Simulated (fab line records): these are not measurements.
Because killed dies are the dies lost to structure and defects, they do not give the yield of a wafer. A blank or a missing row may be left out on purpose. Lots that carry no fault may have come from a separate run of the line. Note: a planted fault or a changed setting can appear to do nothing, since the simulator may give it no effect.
Chamber matching / flow n5 finfet / N5_BEOL_M2_STRIP_19 on rie diel-06 has 4 sister chambers
The step strips in O2. 18 wafers are shown with their chamber, then 9 later ones without.

EACH WAFER AND ITS CHAMBER
wafer=L074.1; chamber=0; drypump motor current A (A)=5.0; throttle valve pct (%)=16.97; showerhead plenum p Torr (Torr)=2.19
wafer=L074.3; chamber=3; drypump motor current A (A)=6.4; throttle valve pct (%)=16.62; showerhead plenum p Torr (Torr)=2.00
wafer=L074.6; chamber=0; drypump motor current A (A)=5.0; throttle valve pct (%)=16.98; showerhead plenum p Torr (Torr)=2.19
wafer=L075.1; chamber=2; drypump motor current A (A)=5.7; throttle valve pct (%)=16.82; showerhead plenum p Torr (Torr)=1.98
wafer=L075.2; chamber=0; drypump motor current A (A)=5.0; throttle valve pct (%)=16.98; showerhead plenum p Torr (Torr)=2.18
wafer=L075.3; chamber=1; drypump motor current A (A)=5.4; throttle valve pct (%)=16.35; showerhead plenum p Torr (Torr)=2.09
wafer=L075.4; chamber=3; drypump motor current A (A)=6.4; throttle valve pct (%)=16.65; showerhead plenum p Torr (Torr)=2.00
wafer=L075.5; chamber=3; drypump motor current A (A)=6.4; throttle valve pct (%)=16.63; showerhead plenum p Torr (Torr)=2.00
wafer=L075.6; chamber=0; drypump motor current A (A)=5.0; throttle valve pct (%)=16.98; showerhead plenum p Torr (Torr)=2.18
wafer=L076.1; chamber=2; drypump motor current A (A)=5.7; throttle valve pct (%)=16.79; showerhead plenum p Torr (Torr)=1.98
wafer=L076.4; chamber=0; drypump motor current A (A)=5.0; throttle valve pct (%)=17.00; showerhead plenum p Torr (Torr)=2.18
wafer=L076.6; chamber=0; drypump motor current A (A)=5.0; throttle valve pct (%)=16.99; showerhead plenum p Torr (Torr)=2.18
wafer=L083.2; chamber=0; drypump motor current A (A)=5.1; throttle valve pct (%)=17.04; showerhead plenum p Torr (Torr)=2.18
wafer=L083.3; chamber=2; drypump motor current A (A)=5.7; throttle valve pct (%)=16.40; showerhead plenum p Torr (Torr)=2.24
wafer=L083.4; chamber=3; drypump motor current A (A)=6.4; throttle valve pct (%)=16.64; showerhead plenum p Torr (Torr)=1.99
wafer=L084.1; chamber=2; drypump motor current A (A)=5.6; throttle valve pct (%)=16.39; showerhead plenum p Torr (Torr)=2.24
wafer=L084.2; chamber=0; drypump motor current A (A)=5.0; throttle valve pct (%)=17.04; showerhead plenum p Torr (Torr)=2.18
wafer=L084.3; chamber=3; drypump motor current A (A)=6.4; throttle valve pct (%)=16.67; showerhead plenum p Torr (Torr)=1.99

SIGNATURES (means of the wafers above)
reading=drypump motor current A; chamber 0=5.013; chamber 1=5.400; chamber 2=5.675; chamber 3=6.400; scatter within a chamber=0.0341
reading=throttle valve pct; chamber 0=16.9975; chamber 1=16.3500; chamber 2=16.6000; chamber 3=16.6420; scatter within a chamber=0.112
reading=showerhead plenum p Torr; chamber 0=2.1825; chamber 1=2.0900; chamber 2=2.1100; chamber 3=1.9960; scatter within a chamber=0.0696
Rule: for a wafer and a chamber, the distance is found by dividing, reading by reading, the gap between the wafer's reading and the chamber's mean by the reading's scatter, squaring, summing and taking the root. The wafer belongs to the nearest chamber; if the next one is less than 2 further off, it can't be placed. The scatter is the square root of a quotient: the sum, over the shown wafers, of each reading's squared deviation from its chamber's mean, divided by wafers minus chambers.

WAFERS WITHOUT THEIR CHAMBER
wafer=L085.1; drypump motor current A (A)=6.4; throttle valve pct (%)=16.64; showerhead plenum p Torr (Torr)=1.99
wafer=L085.2; drypump motor current A (A)=5.6; throttle valve pct (%)=16.40; showerhead plenum p Torr (Torr)=2.24
wafer=L085.3; drypump motor current A (A)=5.0; throttle valve pct (%)=17.05; showerhead plenum p Torr (Torr)=2.18
wafer=L089.2; drypump motor current A (A)=5.6; throttle valve pct (%)=16.41; showerhead plenum p Torr (Torr)=2.24
wafer=L089.5; drypump motor current A (A)=6.4; throttle valve pct (%)=16.67; showerhead plenum p Torr (Torr)=1.99
wafer=L089.6; drypump motor current A (A)=5.6; throttle valve pct (%)=16.42; showerhead plenum p Torr (Torr)=2.24
wafer=L097.1; drypump motor current A (A)=6.4; throttle valve pct (%)=16.71; showerhead plenum p Torr (Torr)=1.98
wafer=L097.2; drypump motor current A (A)=5.0; throttle valve pct (%)=16.61; showerhead plenum p Torr (Torr)=2.17
wafer=L097.5; drypump motor current A (A)=5.6; throttle valve pct (%)=16.45; showerhead plenum p Torr (Torr)=2.23

EACH ONE'S CHAMBER
wafer=L085.1; from the rows above=3; in truth=3
wafer=L085.2; from the rows above=2; in truth=2
wafer=L085.3; from the rows above=0; in truth=0
wafer=L089.2; from the rows above=2; in truth=2
wafer=L089.5; from the rows above=3; in truth=3
wafer=L089.6; from the rows above=2; in truth=2
wafer=L097.1; from the rows above=3; in truth=3
wafer=L097.2; from the rows above=0; in truth=0
wafer=L097.5; from the rows above=2; in truth=2
Correctly placed: 9 of 9. Not placeable from these rows: 0. 0 placed wrongly.
